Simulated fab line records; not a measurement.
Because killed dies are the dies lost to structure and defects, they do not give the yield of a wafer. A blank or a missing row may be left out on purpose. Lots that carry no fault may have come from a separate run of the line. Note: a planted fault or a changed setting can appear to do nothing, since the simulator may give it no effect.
A lot that was struck, set against a sound lot + flow nandHarc + 15 out of 1159 route steps
Sound: these wafers, L831.1, L831.2, L831.4. Wafers struck: L828.1, L828.2, L828.3. Last of all comes the cause.
Each step with rows lists, per side, the tool, then ch with its chambers, then its first start. Under that, the readings that differ: sound wafers + struck wafers + difference of the means + sigmas: that difference in standard deviations of wafers without a fault.
alike: words and numbers the same on both sides, and readings whose means are apart by under 2 such deviations; not compared: readings that were withheld, readings missing a value for some wafer, numbers with overlapping values and no deviation given by the record, and bounds like >300 which may hide the same value.
Wherever a step has rows on one side only, a row that says differs or no value, or a row with sigmas, the two part there. When numbers do not overlap yet have no deviation, they are printed without sigmas and do not part them. A reading missing from all wafers of one side parts the sides only when that side holds two or more wafers.

NHARC_A_SGD_CUT_THK_MEAS_22: measures by ellipsometry.
  sound: filmMetro-02 at day 17 01:26; struck: filmMetro-02 at day 17 01:17
  alike: thkNm
then, 2 steps without rows for these wafers: NHARC_A_SGD_CUT_SRD_23; NHARC_A_SGD_CUT_ETCH_26 (etches SiO2 in dHF, target depth 45.8 nm).
NHARC_A_SGD_CUT_ETCHBACK_24: etches the open film in CH3F/O2, target depth 50 nm, time 92.857 s.
  sound on rieDiel-10 ch 0,1,3, day 17 01:40; struck on rieDiel-01 ch 0,1,2, day 17 01:31
| reading             | sound          | struck         | difference | sigmas |
|---------------------|----------------|----------------|------------|--------|
| oesProductAu (a.u.) | 0.93 0.91 0.92 | 0.99 1.01 1.00 | +0.08      | +2     |
  alike: drypumpMotorCurrentA, mfcArSccm, rfVppV, showerheadPlenumPTorr, throttleValvePct
  not compared: rfHoursCounterH
NHARC_A_SGD_CUT_STRIP_28: strips in O2, time 20 s.
  sound: rieDiel-10 ch 0,1,2; struck: rieDiel-01 ch 0,1,3
  alike: drypumpMotorCurrentA, mfcArSccm, oesProductAu, rfVppV, showerheadPlenumPTorr, throttleValvePct
  not compared: rfHoursCounterH
NHARC_A_SGD_CUT_INSPECT_25:
  sound: defectInspect-01 at day 17 01:58; struck: defectInspect-02 at day 17 01:45
  alike: rawDefectCount
NHARC_A_SLIT_DEP_25: deposits SiO2, target thk 200 nm.
  sound on pecvd-01 ch 0,1, day 17 02:04; struck on pecvd-02 ch 0,1,2, day 17 01:49
  alike: heaterPowerW, throttleValvePct
  not compared: sinceWetCleanH
NHARC_A_SLIT_DEP_00: deposits aC, target thk 3200 nm.
  sound on aclDep-01 ch 0, day 17 02:23; struck on aclDep-02 ch 0, day 17 02:10
  alike: throttleValvePct
NHARC_A_SLIT_DEP_23: deposits SiON, target thk 100 nm.
  sound on pecvd-02 ch 0,1,2, day 17 04:21; struck on pecvd-01 ch 0,1,2, day 17 04:16
  alike: heaterPowerW
  not compared: sinceWetCleanH
then, 3 steps without rows for these wafers: NHARC_A_SLIT_DEHYDRATE_01 (time 120 s); NHARC_A_SLIT_HMDS_02 (time 30 s); NHARC_A_SLIT_COAT_03 (resist thk 90 nm).
NHARC_A_SLIT_SOFTBAKE_04: time 55 s.
  sound on lithoTrack-04 ch 0, day 17 04:00; struck on lithoTrack-06 ch 0, day 17 04:00
| reading               | sound                | struck               | difference | sigmas |
|-----------------------|----------------------|----------------------|------------|--------|
| heaterPowerTotalW (W) | 188.35 188.34 188.41 | 195.65 195.45 195.92 | +7.31      | +52    |
then, 2 steps without rows for these wafers: NHARC_A_SLIT_EBR_05; NHARC_END_SORT_01.

== WHERE THEY PART ==
First at NHARC_A_SGD_CUT_ETCHBACK_24; last, within this record, at NHARC_A_SLIT_SOFTBAKE_04.

WHY: what the simulator had put in
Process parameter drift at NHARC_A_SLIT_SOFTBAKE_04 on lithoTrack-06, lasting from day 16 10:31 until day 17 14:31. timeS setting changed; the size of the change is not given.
